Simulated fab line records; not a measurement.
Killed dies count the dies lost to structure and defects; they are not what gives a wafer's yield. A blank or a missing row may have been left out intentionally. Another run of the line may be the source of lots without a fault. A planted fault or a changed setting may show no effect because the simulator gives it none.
fab line records -- flow n5-finfet
[record] lots = 6, wafers = 18, last-day = 17
route steps=1938 shown BEOL_M11@1561
lots with no fault: from the same line, run without faults
start-h: start of the lot's first displayed wafer, in hours after the record's first day -- wait-h: hours since the lot's step before -- " repeats the value in the row above -- L1.1+2: a single row standing in for several wafers -- - no value, or no start given -- * or withheld: withheld -- < > ~ a bound
route shown NAME@n: a module of which the file shows steps, and the number in the route of the first -- usual: mean/standard deviation taken from wafers without a fault -- same: alike in all rows -- chamber/n: place in a boat -- sites: per-site readings -- _std_site: their standard deviation -- _edge_site: inner sites' mean taken away from outer sites' mean -- radius-mm: for every site, how far away it sits from the centre of the wafer -- mask NAME#n: copy n -- behind: the last tool/chamber to shape the wafer -- hold: the reason the lot was held/the length of the hold in hours/how it ended -- device: transistor that didn't switch, given as n, p or np -- end of line: the same wafers' tests at the end of the route -- a step given without rows: its recipe and nothing more -- killed: not the wafer's yield, but the dies lost to structure and defects at the first sort -- map: per-die view of a wafer (x killed, . not killed, _ where there is no die)
set.NAME: the run value of the setting; set.NAME@STEP: its run value at that earlier step -- model.NAME: the simulator's own value behind a step, which no gauge read
lots at selected steps of the route; one table per step, one row per wafer
services: when a tool's chamber went out of use (start-h, in hours from the record's first day, below 0 if earlier), for how many hours, and the reason
[[steps]]
[step N5_BEOL_M11_COAT_64]
[recipe] resist = SiARC, temp-c = 220, time-s = 60, spin-rpm = 1500, resist-thk-nm = 30
[step N5_BEOL_M11_COAT_22]
[recipe] resist = CAR-ArF, spin-rpm = 1500, resist-thk-nm = 90
[step N5_BEOL_M11_EBR_24]
[recipe] solvent = PGMEA, ebr-width-mm = 1.5
[step N5_BEOL_M11_SOFTBAKE_23]
[recipe] temp-c = 110, time-s = 60, resist = CAR-ArF
[step N5_BEOL_M11_EXPOSE_25]
[recipe] mask-id = V10, na = 1.35, source-shape = annular, sigma-inner = 0.5, sigma-outer = 0.8, polarization = unpolarized, dose-mj = 85.5
[step N5_BEOL_M11_PEB_26]
[recipe] peb-temp-c = withheld, peb-time-s = 60, resist = CAR-ArF
[step N5_BEOL_M11_DEVELOP_27]
[recipe] develop-time-s = 30, developer = TMAH, resist = CAR-ArF, rinse-liquid = diw, dry = air-spin, dev-temp-c = 23
[step N5_BEOL_M11_CD_MEAS_28]
[recipe] target-cd-nm = 70, landing-energy-ev = 500, detector = se-inlens, polarity = opening
[usual] cd-nm = 70.7/0.85
lot.wafer,tool,chamber,start-h,wait-h,cd-nm
L545.3,cd-sem-01,0,260.67,-,70.6
L545.4,cd-sem-01,0,260.67,-,70.9
L545.5,cd-sem-01,0,260.67,-,71.4
L552.2,cd-sem-01,0,301.08,-,69.7
L552.4,cd-sem-01,0,301.08,-,71.7
L552.5,cd-sem-01,0,301.08,-,70.6
L555.1,cd-sem-02,0,335.79,-,70.3
L555.3,cd-sem-02,0,335.79,-,69.8
L555.4,cd-sem-02,0,335.79,-,70.6
L557.1,cd-sem-03,0,344.47,-,71.7
L557.5,cd-sem-03,0,344.47,-,71.0
L557.6,cd-sem-03,0,344.47,-,71.9
L561.1,cd-sem-01,0,367.25,-,71.1
L561.2,cd-sem-01,0,367.25,-,71.8
L561.4,cd-sem-01,0,367.25,-,70.9
L562.2,cd-sem-01,0,369.27,-,70.9
L562.5,cd-sem-01,0,369.27,-,70.5
L562.6,cd-sem-01,0,369.27,-,70.5
[step N5_BEOL_M11_OVL_MEAS_29]
[recipe] points-per-wafer = 44
[usual] V10_OVL = 0.2/0.66
lot.wafer,tool,chamber,start-h,wait-h,V10_OVL[nm]
L545.3,overlay-01,0,260.69,0.0,0.7
L545.4,overlay-01,0,260.69,0.0,0.2
L545.5,overlay-01,0,260.69,0.0,0.4
L552.2,overlay-02,0,301.11,0.0,-0.1
L552.4,overlay-02,0,301.11,0.0,-1.2
L552.5,overlay-02,0,301.11,0.0,-0.1
L555.1,overlay-01,0,335.82,0.0,0.1
L555.3,overlay-01,0,335.82,0.0,0.0
L555.4,overlay-01,0,335.82,0.0,-0.2
L557.1,overlay-02,0,344.51,0.0,1.0
L557.5,overlay-02,0,344.51,0.0,0.4
L557.6,overlay-02,0,344.51,0.0,1.1
L561.1,overlay-02,0,367.29,0.0,-1.1
L561.2,overlay-02,0,367.29,0.0,-0.1
L561.4,overlay-02,0,367.29,0.0,0.0
L562.2,overlay-02,0,369.31,0.0,-0.3
L562.5,overlay-02,0,369.31,0.0,-0.4
L562.6,overlay-02,0,369.31,0.0,0.4
[step N5_BEOL_M11_INSPECT_30]
[recipe] mode = adi, inspect-instrument = brightfield
[usual] raw-defect-count = 376/79
lot.wafer,tool,chamber,start-h,wait-h,raw-defect-count
L545.3,defect-inspect-02,-,260.72,0.0,399
L545.4,defect-inspect-02,-,260.72,0.0,349
L545.5,defect-inspect-02,-,260.72,0.0,478
L552.2,defect-inspect-02,-,301.14,0.0,303
L552.4,defect-inspect-02,-,301.14,0.0,348
L552.5,defect-inspect-02,-,301.14,0.0,411
L555.1,defect-inspect-02,-,335.84,0.0,291
L555.3,defect-inspect-02,-,335.84,0.0,354
L555.4,defect-inspect-02,-,335.84,0.0,448
L557.1,defect-inspect-02,-,344.53,0.0,419
L557.5,defect-inspect-02,-,344.53,0.0,444
L557.6,defect-inspect-02,-,344.53,0.0,346
L561.1,defect-inspect-02,-,367.31,0.0,404
L561.2,defect-inspect-02,-,367.31,0.0,239
L561.4,defect-inspect-02,-,367.31,0.0,412
L562.2,defect-inspect-01,-,369.33,0.0,354
L562.5,defect-inspect-01,-,369.33,0.0,546
L562.6,defect-inspect-01,-,369.33,0.0,395
[step N5_BEOL_M11_DESCUM_33]
[recipe] chemistry = O2, time-s = 7.9, source-power-w = 50, bias-power-w = 20, pressure-mtorr = 20, rf-frequency-hz = 2.712e+07, temp-c = 40, resist = CAR-ArF, o2-flow-sccm = 225
[usual] bias-power-w = 20.00/0.063, drypump-motor-current-A = 5.8/0.52, oes-product-au = 0.80/0.073, rf-vpp-V = 243.3/1.2, showerhead-plenum-p-Torr = 2.09/0.065, throttle-valve-pct = 20.44/0.3
lot.wafer,tool,chamber,start-h,wait-h,bias-power-w,drypump-motor-current-A,oes-product-au,rf-hours-counter-h,rf-vpp-V,showerhead-plenum-p-Torr,throttle-valve-pct
L545.3,rie-diel-05,2,260.75,0.0,20.06,5.2,0.72,194,241.5,2.07,20.27
L545.4,rie-diel-05,0,260.75,0.0,20.05,5.7,0.77,125,244.9,2.19,20.19
L545.5,rie-diel-05,0,260.75,0.0,20.02,5.7,0.77,-,245.6,2.19,20.20
L552.2,rie-diel-04,2,301.17,0.0,20.00,6.5,0.70,177,241.2,1.98,20.76
L552.4,rie-diel-04,0,301.17,0.0,19.99,6.5,0.94,11,243.8,2.13,20.23
L552.5,rie-diel-04,1,301.17,0.0,20.04,5.6,0.73,-,242.8,2.10,20.56
L555.1,rie-diel-05,2,335.88,0.0,19.86,5.2,0.72,216,243.5,2.06,20.31
L555.3,rie-diel-05,1,335.88,0.0,20.04,5.7,0.71,201,241.7,1.99,20.78
L555.4,rie-diel-05,3,335.88,0.0,20.02,6.3,0.76,-,243.8,2.09,20.86
L557.1,rie-diel-05,2,344.96,0.4,20.07,5.2,0.71,219,242.0,2.06,20.31
L557.5,rie-diel-05,2,344.96,0.4,19.96,5.2,0.71,-,242.6,2.06,20.30
L557.6,rie-diel-05,1,344.96,0.4,20.06,5.8,0.70,-,241.7,1.99,20.79
L561.1,rie-diel-01,0,367.34,0.0,20.00,6.7,0.81,108,247.1,2.20,20.46
L561.2,rie-diel-01,1,367.34,0.0,19.95,5.5,0.81,120,245.1,2.11,20.11
L561.4,rie-diel-01,2,367.34,0.0,20.09,5.3,0.84,68,242.4,2.03,20.47
L562.2,rie-diel-01,1,369.74,0.4,19.98,5.5,0.81,122,245.2,2.11,20.12
L562.5,rie-diel-01,3,369.74,0.4,20.05,5.2,0.78,-,243.8,2.12,20.69
L562.6,rie-diel-01,0,369.74,0.4,20.09,6.7,0.80,-,245.3,2.20,20.47
[step N5_BEOL_M11_ETCH_65]
[recipe] chemistry = CF4, target = SiARC, target-depth-a = 390, mask-material = CAR-ArF, time-s = 65, ion-energy-ev = 80, pressure-mtorr = 40, source-w = 545, bias-w = 36, Ar_flow_sccm = 100, cf4-flow-sccm = 100, ends = cleared
[usual] drypump-motor-current-A = 5.8/0.52, etch-rf-on-time-s = 64.7/1.6, oes-product-au = 0.68/0.063, rf-vpp-V = 184.1/1.1, showerhead-plenum-p-Torr = 2.14/0.059, throttle-valve-pct = 15.59/0.29
lot.wafer,tool,chamber,start-h,wait-h,drypump-motor-current-A,etch-rf-on-time-s,oes-product-au,rf-hours-counter-h,rf-vpp-V,showerhead-plenum-p-Torr,throttle-valve-pct
L545.3,rie-diel-05,2,260.79,0.0,5.2,64.8,0.62,194,184.0,2.13,15.56
L545.4,rie-diel-05,0,260.79,0.0,5.7,64.3,0.66,125,186.0,2.25,15.45
L545.5,rie-diel-05,0,260.79,0.0,5.7,64.4,0.65,-,185.3,2.25,15.45
L552.2,rie-diel-04,2,301.21,0.0,6.5,65.5,0.61,177,181.4,2.06,16.02
L552.4,rie-diel-04,0,301.21,0.0,6.5,64.7,0.81,11,183.9,2.18,15.38
L552.5,rie-diel-04,1,301.21,0.0,5.6,64.9,0.63,-,185.2,2.14,15.62
L555.1,rie-diel-05,2,335.91,0.0,5.2,64.8,0.61,216,183.6,2.12,15.56
L555.3,rie-diel-05,1,335.91,0.0,5.7,66.9,0.60,201,182.6,2.03,15.90
L555.4,rie-diel-05,3,335.91,0.0,6.3,64.6,0.65,-,184.0,2.16,16.08
L557.1,rie-diel-05,2,344.99,0.0,5.2,63.5,0.61,219,182.8,2.12,15.57
L557.5,rie-diel-05,2,344.99,0.0,5.2,63.8,0.61,-,184.2,2.12,15.57
L557.6,rie-diel-05,1,344.99,0.0,5.7,66.2,0.60,-,182.6,2.03,15.89
L561.1,rie-diel-01,0,367.38,0.0,6.7,67.1,0.67,108,183.5,2.23,15.56
L561.2,rie-diel-01,1,367.38,0.0,5.5,63.9,0.69,120,184.5,2.15,15.24
L561.4,rie-diel-01,2,367.38,0.0,5.4,65.9,0.71,68,183.2,2.08,15.51
L562.2,rie-diel-01,1,369.78,0.0,5.5,63.4,0.69,122,185.3,2.15,15.25
L562.5,rie-diel-01,3,369.78,0.0,5.2,61.1,0.68,-,183.7,2.15,15.78
L562.6,rie-diel-01,0,369.78,0.0,6.7,66.3,0.67,-,183.2,2.23,15.54
[step N5_BEOL_M11_ETCH_66]
[recipe] chemistry = N2/H2, target = SOC, target-depth-a = 1200, overetch-a = 240, mask-material = SiARC, temp-c = 40, time-s = 180, ion-energy-ev = 200, pressure-mtorr = 30, source-w = 840, bias-w = 150, n2-flow-sccm = 200, h2-flow-sccm = 200
[usual] drypump-motor-current-A = 5.8/0.52, h2-flow-sccm = 200.1/0.58, oes-product-au = 0.64/0.056, rf-vpp-V = 524.0/2.2, showerhead-plenum-p-Torr = 2.55/0.08, throttle-valve-pct = 17.87/0.27
lot.wafer,tool,chamber,start-h,wait-h,drypump-motor-current-A,h2-flow-sccm,oes-product-au,rf-hours-counter-h,rf-vpp-V,showerhead-plenum-p-Torr,throttle-valve-pct,model.SiARC_of_BEOL_M11_COAT_64.thk-nm
L545.3,rie-diel-05,2,260.84,0.0,5.2,199.4,0.59,194,522.9,2.53,17.81,22.8
L545.4,rie-diel-05,0,260.84,0.0,5.7,200.7,0.62,126,527.3,2.66,17.60,22.4
L545.5,rie-diel-05,0,260.84,0.0,5.7,200.5,0.62,-,526.4,2.66,17.61,22.4
L552.2,rie-diel-04,2,301.26,0.0,6.4,200.6,0.58,177,521.0,2.43,18.20,22.8
L552.4,rie-diel-04,0,301.26,0.0,6.5,199.1,0.76,11,526.5,2.62,17.75,22.4
L552.5,rie-diel-04,1,301.26,0.0,5.6,199.5,0.60,-,525.2,2.55,18.07,23.2
L555.1,rie-diel-05,2,335.96,0.0,5.2,199.6,0.57,216,522.8,2.52,17.84,22.8
L555.3,rie-diel-05,1,335.96,0.0,5.7,200.4,0.57,201,520.9,2.42,18.17,19
L555.4,rie-diel-05,3,335.96,0.0,6.3,200.2,0.62,-,522.9,2.53,18.23,22.8
L557.1,rie-diel-05,2,345.04,0.0,5.2,200.8,0.57,219,523.0,2.52,17.84,22.6
L557.5,rie-diel-05,2,345.04,0.0,5.2,200.4,0.57,-,524.6,2.52,17.85,22.6
L557.6,rie-diel-05,1,345.04,0.0,5.8,200.5,0.57,-,521.7,2.41,18.21,18.8
L561.1,rie-diel-01,0,367.43,0.0,6.7,199.7,0.65,108,526.9,2.69,17.88,22.8
L561.2,rie-diel-01,1,367.43,0.0,5.5,200.3,0.65,120,525.1,2.57,17.53,22.6
L561.4,rie-diel-01,2,367.43,0.0,5.3,200.9,0.68,68,523.2,2.46,17.79,22.6
L562.2,rie-diel-01,1,369.83,0.0,5.5,199.8,0.65,122,524.3,2.57,17.54,22.4
L562.5,rie-diel-01,3,369.83,0.0,5.2,200.4,0.63,-,524.0,2.55,18.03,22.2
L562.6,rie-diel-01,0,369.83,0.0,6.7,200.4,0.64,-,527.3,2.69,17.90,22.6
[step N5_BEOL_M11_STRIP_69]
[recipe] chemistry = N2/H2, temp-c = 40, n2-flow-sccm = 200, h2-flow-sccm = 200, rf-frequency-hz = 6e+07
[[services]]
tool,chamber,start-h,hours,kind
rie-diel-04,0,239.05,-,clean
rie-diel-04,0,239.05,-,consumable-replace:focus-ring
rie-diel-04,0,239.05,24.7,scheduled-down
rie-diel-04,0,239.05,24.7,vent-cycle
rie-diel-01,1,286.80,6.7,repair
rie-diel-05,0,300.39,21.1,repair
rie-diel-05,2,303.66,4.9,repair
rie-diel-05,0,334.70,17.2,repair
[[key]]
first-sign none at tools or gauges
[model-effect] step = N5_BEOL_M11_ETCH_66, value = SiARC_of_BEOL_M11_COAT_64.thk-nm, without = 22.9, struck = 18.9
met-at N5_BEOL_M11_ETCH_66
struck-wafers L555.3,L557.6
[baseline-loss] step = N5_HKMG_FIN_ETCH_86, wafers = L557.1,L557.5
[fault] kind = process-parameter-drift, tool = rie-diel-05, chamber = 1, onset-h = 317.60, steps = N5_BEOL_M11_ETCH_66, channel = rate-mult, offset = 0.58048, shape = step, end-h = 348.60
// baseline-loss: these wafers lose ten dies or more at that step, a loss of the line's own and not of a fault; the sort's usual values leave them out
